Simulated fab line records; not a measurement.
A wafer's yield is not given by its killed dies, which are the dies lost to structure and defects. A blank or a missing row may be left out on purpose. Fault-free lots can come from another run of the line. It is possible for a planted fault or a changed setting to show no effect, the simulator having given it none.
8D (eight disciplines) problem report, filled in by code | flow nand-harc | the parts of the form that need people (team, actions taken, sign-off) are left out

== 1. THE ISSUE ==
A mean of 5.1 s is read at NHARC_A_WL_FILL_CMP_12 for time-to-endpoint-s, taken on 1 wafer of 1 lot, against 15.3 s (standard deviation 2.4) on wafers free of any fault. Measured from the usual mean, that is -4.3 standard deviations.
The step: polishes, t overpolish 30 s, target thk 75 nm.
First observed at day 19 15:31: wafer L590.5, on cmp-02. The record has a number at this step for 14 wafers belonging to 5 lots. Rule for "out", or "out of limits": more than 4 standard deviations from the usual mean. Any other wafer with a number is counted as sound.

== 2. WHAT IT IS; WHAT IT IS NOT ==
question                    | is                 | is not
which readings at this step | time-to-endpoint-s | motor-current-A
which lots                  | L590               | L579, L582, L592, L595
which wafers of those lots  | L590.5             | L590.6
read on which tools         | cmp-02             | cmp-03, cmp-04
when                        | from day 19 15:31  | up to then (10 sound wafers); but 3 sound wafers of L595 came after

== 3. WHAT RULES OUT EACH SUSPECT ==
Counting: a tool at a process step up to the reading stays a suspect if it ran every lot that is out. Sound lots after the first of them don't rule it out here, since some wafers of a struck lot are sound.
- rie-diel-04 at NHARC_A_WL_FILL_STRIP_29 (strips in O2, time 20 s): kept. It processed L590, the lot that is out, at day 19 04:31, and its most recent sound lot before then was L579 at day 16 07:46.
- rie-metal-03 at NHARC_A_WL_FILL_ETCHBACK_17 (etches the open film in Cl2/BCl3, target depth 4 nm, time 26.7 s): kept. It ran the lot that is out, L590 (day 19 04:40).
- rie-si-01 at NHARC_A_WL_FILL_ETCHBACK_26 (etches the open film in HBr, target depth 52 nm, time 13.3 s): kept. It processed L590, the lot that is out, at day 19 09:56, and its most recent sound lot before then was L579 at day 16 13:12.
- ald-metal-04 at NHARC_A_WL_FILL_ALD_19 (deposits TiN, target thk 2 nm, pulse time 3 s, ald cycles 100): kept. It processed L590, the lot that is out, at day 19 10:14, and its most recent sound lot before then was L582 at day 16 13:29.
- cvd-w-01 at NHARC_A_WL_FILL_CVD_20 (deposits W, target thk 75 nm, time 5064 s): kept. It processed L590, the lot that is out, at day 19 15:31, and its most recent sound lot before then was L579 at day 16 19:49. NHARC_A_WL_FILL_CVD_20: start missing for some lots; hours and lot order therefore follow NHARC_A_WL_FILL_CMP_12.
- cmp-02 at NHARC_A_WL_FILL_CMP_12 (polishes, t overpolish 30 s, target thk 75 nm): kept. It processed L590, the lot that is out, at day 19 15:31, and its most recent sound lot before then was L579 at day 16 19:49. On those wafers its own readings are out: time-to-endpoint-s.
- Within rie-diel-04 at NHARC_A_WL_FILL_STRIP_29, the wafers that are out were processed in chamber 0 and their sound lot-mates in chamber 3.
- Within rie-metal-03 at NHARC_A_WL_FILL_ETCHBACK_17, the wafers that are out were processed in chamber 0 and their sound lot-mates in chamber 1.
- Within rie-si-01 at NHARC_A_WL_FILL_ETCHBACK_26, the wafers that are out were processed in chamber 3 and their sound lot-mates in chamber 0.
- Within ald-metal-04 at NHARC_A_WL_FILL_ALD_19, the wafers that are out were processed in chamber 2 and their sound lot-mates in chamber 3.
- Within cvd-w-01 at NHARC_A_WL_FILL_CVD_20, the wafers that are out were processed in chamber 0 and their sound lot-mates in chamber 1.
- Within cmp-02 at NHARC_A_WL_FILL_CMP_12, the wafers that are out were processed in chamber 1 and their sound lot-mates in chamber 0.
Left after counting: rie-diel-04 at NHARC_A_WL_FILL_STRIP_29, rie-metal-03 at NHARC_A_WL_FILL_ETCHBACK_17, rie-si-01 at NHARC_A_WL_FILL_ETCHBACK_26, ald-metal-04 at NHARC_A_WL_FILL_ALD_19, cvd-w-01 at NHARC_A_WL_FILL_CVD_20, cmp-02 at NHARC_A_WL_FILL_CMP_12.

== 4. THE CAUSE (what the simulator had put in) ==
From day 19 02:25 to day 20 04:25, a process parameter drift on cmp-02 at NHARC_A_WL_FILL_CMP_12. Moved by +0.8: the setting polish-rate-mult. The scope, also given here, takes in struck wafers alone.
Counting left 6 suspects, and this tool is among them.

== 5. THE EFFECT CHAIN, in route order ==
Rows list readings where the struck wafers' mean (over those with a number) sits beyond 3 standard deviations from the usual. Only readings whose record carries a usual standard deviation are examined. hours: median over the lots of the time between each lot's start at the first step of this table that gives one and its start at this step. sigmas: the change, counted in usual standard deviations.
hours | step                   | reading            | usual  | on struck wafers | change | sigmas
0     | NHARC_A_WL_FILL_CMP_12 | time-to-endpoint-s | 15.3 s | 5.1              | -10.2  | -4.3
It contains these process steps:
- NHARC_A_WL_FILL_CMP_12: polishes, t overpolish 30 s, target thk 75 nm.

== 6. WHAT WOULD HAVE CAUGHT IT SOONER ==
In this record the first reading out of limits was taken at day 19 15:31, 13 hours after the fault began at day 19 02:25.
